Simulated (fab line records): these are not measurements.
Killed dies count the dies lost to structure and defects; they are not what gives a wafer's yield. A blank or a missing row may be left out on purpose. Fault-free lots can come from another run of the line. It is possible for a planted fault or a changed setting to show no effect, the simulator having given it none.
Split-lot trial    flow n5_finfet    on a route of 1938 steps: 7 lots, 39 wafers read

== ABOUT THE SPLIT ==
At N5_SD_EPI_P_ETCH_36 (etches SiARC in CF4, target depth 45.5 nm, time 75.8 s), the setting bias_w was moved away from the recipe's 36 W on 15 of the 39 wafers read, by -14.3% to +5.7%. This setting was run at the recipe's value on the other wafers.

Reading taken at the split's own step.

== THE READING ==
rf_vpp_V, in V, at N5_SD_EPI_P_ETCH_36 (etches SiARC in CF4, target depth 45.5 nm, time 75.8 s). A value of 184.1 V with a standard deviation of 1.2 V is what fault-free wafers of this fab line usually give.

wafer   tool, chamber at the split  bias_w as run, W  against the recipe  rf_vpp_V, V  against lot-mates on the recipe
L077.1  rie_diel-02, 0              36                recipe              183.3        -
L077.2  rie_diel-02, 2              30.86             -14.3%              166.0        -18.6
L077.3  rie_diel-02, 1              36                recipe              186.1        -
L077.4  rie_diel-02, 3              36                recipe              184.5        -
L077.5  rie_diel-02, 0              30.86             -14.3%              166.1        -18.5
L077.6  rie_diel-02, 3              30.86             -14.3%              167.2        -17.4
L079.1  rie_diel-06, 1              33.99             -5.6%               178.0        -6.2
L079.2  rie_diel-06, 2              36                recipe              182.6        -
L079.3  rie_diel-06, 0              33.99             -5.6%               177.3        -6.9
L079.4  rie_diel-06, 3              36                recipe              185.8        -
L079.5  rie_diel-06, 2              33.99             -5.6%               176.3        -7.9
L079.6  rie_diel-06, 3              36                recipe              184.2        -
L080.1  rie_diel-02, 3              36                recipe              182.1        -
L080.2  rie_diel-02, 1              36                recipe              183.4        -
L080.3  rie_diel-02, 2              33.65             -6.5%               176.5        -5.9
L080.4  rie_diel-02, 0              33.65             -6.5%               175.3        -7.1
L080.5  rie_diel-02, 0              33.65             -6.5%               178.5        -3.9
L080.6  rie_diel-02, 3              36                recipe              181.8        -
L084.2  rie_diel-05, 0              36                recipe              184.5        -
L084.4  rie_diel-05, 3              36                recipe              184.1        -
L084.6  rie_diel-05, 1              36                recipe              183.0        -
L085.1  rie_diel-02, 0              36                recipe              184.3        -
L085.2  rie_diel-02, 2              36                recipe              183.1        -
L085.3  rie_diel-02, 3              36                recipe              182.9        -
L085.4  rie_diel-02, 1              36                recipe              184.3        -
L085.5  rie_diel-02, 3              36                recipe              184.7        -
L085.6  rie_diel-02, 2              36                recipe              184.5        -
L090.1  rie_diel-06, 3              33.2              -7.8%               175.8        -8.7
L090.2  rie_diel-06, 2              33.2              -7.8%               173.9        -10.6
L090.3  rie_diel-06, 1              36                recipe              183.6        -
L090.4  rie_diel-06, 0              33.2              -7.8%               174.5        -10.0
L090.5  rie_diel-06, 3              36                recipe              185.1        -
L090.6  rie_diel-06, 0              36                recipe              184.9        -
L094.1  rie_diel-02, 1              38.06             +5.7%               190.6        +6.5
L094.2  rie_diel-02, 2              36                recipe              184.2        -
L094.3  rie_diel-02, 3              36                recipe              183.2        -
L094.4  rie_diel-02, 0              36                recipe              185.0        -
L094.5  rie_diel-02, 2              38.06             +5.7%               189.9        +5.8
L094.6  rie_diel-02, 1              38.06             +5.7%               192.2        +8.1

FIT RESULTS
A straight line over all 39 wafers: rf_vpp_V changes by +1.21 V for each +1% of bias_w; r = +0.99; the points scatter about the line by 1.1 V.
The same after taking each lot's own level away (the mean of its wafers on the recipe; 39 wafers): +1.22 V for each +1%; r = +0.98; scatter 1.1 V.
According to that fit, moving bias_w by its largest amount changes the reading by 17 V.
The span of the lots' own levels, 182.43 to 184.63 V, comes to 1.8 times the standard deviation stated above.
The two slopes agree, so the slope changes little with the lot-to-lot level.
Check: for one of the wafers moved furthest among these (-14.3%), held out of the fit, the line's prediction against its lot-mates is -17.1 V. Against them it came out at -18.6 V.
Tool readings at the split's step, against how far the setting was moved: rf_vpp_V r = +0.99.

== THESE WAFERS: OTHER SPLITS ==
These wafers also went through other splits before the reading. Each is held against what the fit with the lots' levels taken away leaves over:
other split on the same wafers   wafers away from the commonest value  r with rf_vpp_V (lot level and that fit taken away)
N5_WELL_APT_EPI_41 target_thk_a  9                                     +0.02
N5_DUMMY_GATE_ETCH_32 time_s     12                                    -0.09

== THE FILE'S OWN FIT ==
rf_vpp_V changes by +1.22 V for each +1% of bias_w, r = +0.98.
